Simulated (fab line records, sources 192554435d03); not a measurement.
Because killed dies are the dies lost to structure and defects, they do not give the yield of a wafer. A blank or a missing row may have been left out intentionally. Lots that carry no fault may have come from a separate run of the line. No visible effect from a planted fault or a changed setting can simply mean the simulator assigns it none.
Comparing a struck lot with a sound one ; flow n5-finfet ; 21 out of 1938 route steps
Sound: the wafers L431.2, L431.3, L431.4. Struck: wafers L436.1, L436.3, L436.6. The cause is named last.
Per side, at each step with rows, come the tool, then ch with its chambers, and then its first start. Under that, the readings that differ: sound wafers ; struck wafers ; difference of the means ; sigmas: that difference in standard deviations of wafers without a fault.
alike: words and numbers the same on both sides, and readings whose means are apart by under 2 such deviations; not compared: readings that were withheld, readings missing a value for some wafer, numbers with overlapping values and no deviation given by the record, and bounds like >300 which may hide the same value.
Wherever a step has rows on one side only, a row that says differs or no value, or a row with sigmas, the two part there. Numbers that don't overlap but have no deviation are shown without sigmas and don't part them. A reading missing from all wafers of one side parts the sides only when that side holds two or more wafers.

first, 7 steps without rows for these wafers: N5_BEOL_M0_ALD_136 (deposits TaN, pulse time 2 s, purge time 3 s, co reactant purge time 2 s); N5_BEOL_M0_SURFACE_TREAT_137; N5_BEOL_M0_CVD_115 (deposits Co from CCTBA/H2, time 120 s); N5_BEOL_M0_SPUTTER_116 (material Cu, target thk 4 nm, time 7.37 s); N5_BEOL_M0_ANNEAL_117 (time 60 s); N5_BEOL_M0_SPUTTER_132 (material Cu, target thk 4 nm, time 7.37 s); N5_BEOL_M0_ANNEAL_133 (time 60 s).
N5_BEOL_M0_SPUTTER_134: material Cu, target thk 4 nm, time 7.37 s.
  sound: pvd-sputter-01 at day 6 20:18; struck: pvd-sputter-01 at day 8 07:50
  alike: chamber-pressure-pa, chuck-gas-flow-sccm, susceptor-temp-C, throttle-valve-pct
N5_BEOL_M0_ANNEAL_135: time 60 s.
  sound: pvd-sputter-01 at day 6 20:23; struck: pvd-sputter-01 at day 8 07:55
  alike: heater-power-w, susceptor-temp-C
N5_BEOL_M0_SPUTTER_141: material Cu, target thk 4 nm, time 7.37 s.
  sound: pvd-sputter-01 at day 6 20:25; struck: pvd-sputter-01 at day 8 07:58
  alike: chamber-pressure-pa, chuck-gas-flow-sccm, susceptor-temp-C, throttle-valve-pct
then, 1 step without rows for these wafers: N5_BEOL_M0_ECD_118 (material Cu, target thk 300 nm).
N5_BEOL_M0_ANNEAL_119: time 90 s.
  sound on rtp-anneal-01 ch 0, day 6 20:55; struck on rtp-anneal-01 ch 0, day 8 08:14
  alike: wafer_temp_C_max
N5_BEOL_M0_CMP_120: polishes, stops on SiOC, t overpolish 6.9 s.
  sound on cmp-01 ch 0,2,3, day 6 21:10; struck on cmp-04 ch 1,3, day 8 08:33
  no value came back on the struck wafers for any of 6 readings (barrier-field-endpoint-s (s), clearing-platen-down-force-psi (psi) and others); on the sound wafers barrier-field-endpoint-s (s) reads 3.66 3.50 3.65
reading;sound;struck;difference;sigmas
model.SiOC_of_BEOL_M0_SAQP_ILD_DEP_01.thk-nm (nm);39.2 38.2 39.8;42.2 40.8 42.8;+2.9;
N5_BEOL_M0_PRE_CLEAN_131: time 15 s.
  sound on cvd-co-02 ch 0,1,2, day 6 21:31; struck on cvd-co-01 ch 0,1,2, day 8 08:59
  alike: heater-power-w
  not compared: susceptor-temp-C
then, 3 steps without rows for these wafers: N5_BEOL_M0_CO_CAP_123 (material Co, precursor CCTBA/H2, target thk 2 nm, time 102.1 s); N5_BEOL_M0_PRE_CLEAN_124 (time 15 s); N5_BEOL_M0_DEP_125 (deposits SiCN from 3MS/NH3, target thk 8 nm, time 14 s).
N5_BEOL_M0_RS_MEAS_126: a four-point-probe measurement.
  sound: film-metro-02 at day 6 21:46; struck: film-metro-02 at day 8 09:12
reading;sound;struck;difference;sigmas
M0_RS (ohm/sq);0.529 0.537 0.531;0.063 0.063 0.062;-0.470;-28
N5_BEOL_M0_INSPECT_127: inspects for defects (darkfield).
  sound: defect-inspect-02 at day 6 21:47; struck: defect-inspect-02 at day 8 09:14
reading;sound;struck;difference;sigmas
raw-defect-count;65 83 88;3506 3625 3566;+3487;+99 or more
N5_BEOL_M4_RC_MEAS_101:
  the record has rows for the sound wafers here (prober-01 ch 0, day 9 13:08) and none for the struck ones
-- record jumps: 6 days separate the struck wafers' starts on either side; left off in module BEOL_M4, taken up again in module PASSIVATION, whose first shown step is the route's number 1936 --
N5_PASSIVATION_PROBE_49:
  sound: prober-02 at day 14 10:20; struck: prober-02 at day 14 13:55
reading;sound;struck;difference;sigmas
defect-limited-yield (%);92.1 90.8 91.4;0 0 0;-91;-76
killed_at_M0_to_M3;35 40 28;1108 1111 1121;+1079;+99 or more
killed-dies;93 108 101;1180 1180 1180;+1079;+72
killed-on-rim;9 13 11;152 152 152;+141;+39
sort-n-pass;1087 1072 1079;0 0 0;-1079;-72
sort-yield-pct (%);92.1 90.8 91.4;0 0 0;-91;-76
  alike: killed_at_M4_up, killed-at-contacts, killed-at-front-end, killed-at-other, killed-open, killed-short, sort_bin_5_function, sort_bin_6_memory, sort_bin_8_speed

## WHERE THEY PART
Earliest at N5_BEOL_M0_CMP_120; latest, in this record, at N5_PASSIVATION_PROBE_49.

WHY: the cause the simulator had injected
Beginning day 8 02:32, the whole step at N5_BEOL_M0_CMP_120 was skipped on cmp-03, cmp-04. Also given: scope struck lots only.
